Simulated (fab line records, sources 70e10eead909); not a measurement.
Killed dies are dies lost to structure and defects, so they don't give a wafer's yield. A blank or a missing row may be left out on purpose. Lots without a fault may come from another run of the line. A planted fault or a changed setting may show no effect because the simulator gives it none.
Which tool did it? | flow nand_harc | 6 lots, 18 wafers sampled, at 5 steps of a route of 1159

WHAT THE GAUGES READ, wafer by wafer
NHARC_END_SORT_01.
lot  | measured     | on        | defect_limited_yield (%)
L892 | day 21 13:03 | prober-01 | 86.9 87.1 86.4
L902 | day 23 03:58 | prober-02 | 92.9 94.7 91.6

WHICH TOOL RAN EACH LOT (tool, then ch and the chambers of the sampled wafers, then the start)
lot  | NHARC_P_BONDPAD_PRECLEAN_30         | NHARC_A_M0_ETCH_15                            | NHARC_A_M0_PRE_CLEAN_29                 | NHARC_A_M0_ANNEAL_30
L887 | wet_bench-08 ch 0,2,4, day 6 20:34  | rie_diel-02 ch 0,1,2, day 17 23:40 or earlier | pvd_sputter-02, day 17 23:40 or earlier | rtp_anneal-01 ch 0, day 17 23:40
L888 | wet_bench-08 ch 1,2,3, day 7 04:32  | rie_diel-09 ch 0,2,3, day 18 00:22 or earlier | pvd_sputter-03, day 18 00:22 or earlier | rtp_anneal-02 ch 0, day 18 00:22
L891 | wet_bench-08 ch 0,3,6, day 7 22:58  | rie_diel-05 ch 1,2,3, day 19 06:05 or earlier | pvd_sputter-01, day 19 06:05 or earlier | rtp_anneal-02 ch 0, day 19 06:05
L892 | wet_bench-08 ch 0,2,3, day 8 06:11  | rie_diel-05 ch 0,1,2, day 19 15:46 or earlier | pvd_sputter-03, day 19 15:46 or earlier | rtp_anneal-02 ch 0, day 19 15:46
L902 | wet_bench-10 ch 0,2,3, day 10 17:05 | rie_diel-02 ch 1,3, day 21 15:42 or earlier   | pvd_sputter-01, day 21 15:42 or earlier | rtp_anneal-01 ch 0, day 21 15:42
L906 | wet_bench-08 ch 3,5,7, day 11 16:35 | rie_diel-05 ch 1,2, day 23 11:49 or earlier   | pvd_sputter-02, day 23 11:49 or earlier | rtp_anneal-01 ch 0, day 23 11:49
- NHARC_P_BONDPAD_PRECLEAN_30: cleans in DIW, time 300 s.
- NHARC_A_M0_ETCH_15: etches the open film in C4F8/Ar, target depth 150 nm, overetch 15 nm, time 82.5 s.
- NHARC_A_M0_PRE_CLEAN_29: time 30 s.
- NHARC_A_M0_ANNEAL_30: time 90 s.

THE ANSWER, worked out from the rows above alone
Rule: what is usual is taken from the lots themselves. Put in order of their means at a reading, lots are off if they are a third of the lots or fewer, leave a main group of 4 or more, and stand apart from it by a gap of 3 or more times the standard deviation of the main group's means; of several such gaps the widest counts. A main group whose means are all the same, to the digits that the tables above print for the reading, isn't used. A lot without any number at a reading at which 4 lots or more have one is off too. The other lots that the step has rows for count as sound.
No lot is off at any reading shown: from this, nothing can be told.

WHAT THE SIMULATOR HAD PUT IN
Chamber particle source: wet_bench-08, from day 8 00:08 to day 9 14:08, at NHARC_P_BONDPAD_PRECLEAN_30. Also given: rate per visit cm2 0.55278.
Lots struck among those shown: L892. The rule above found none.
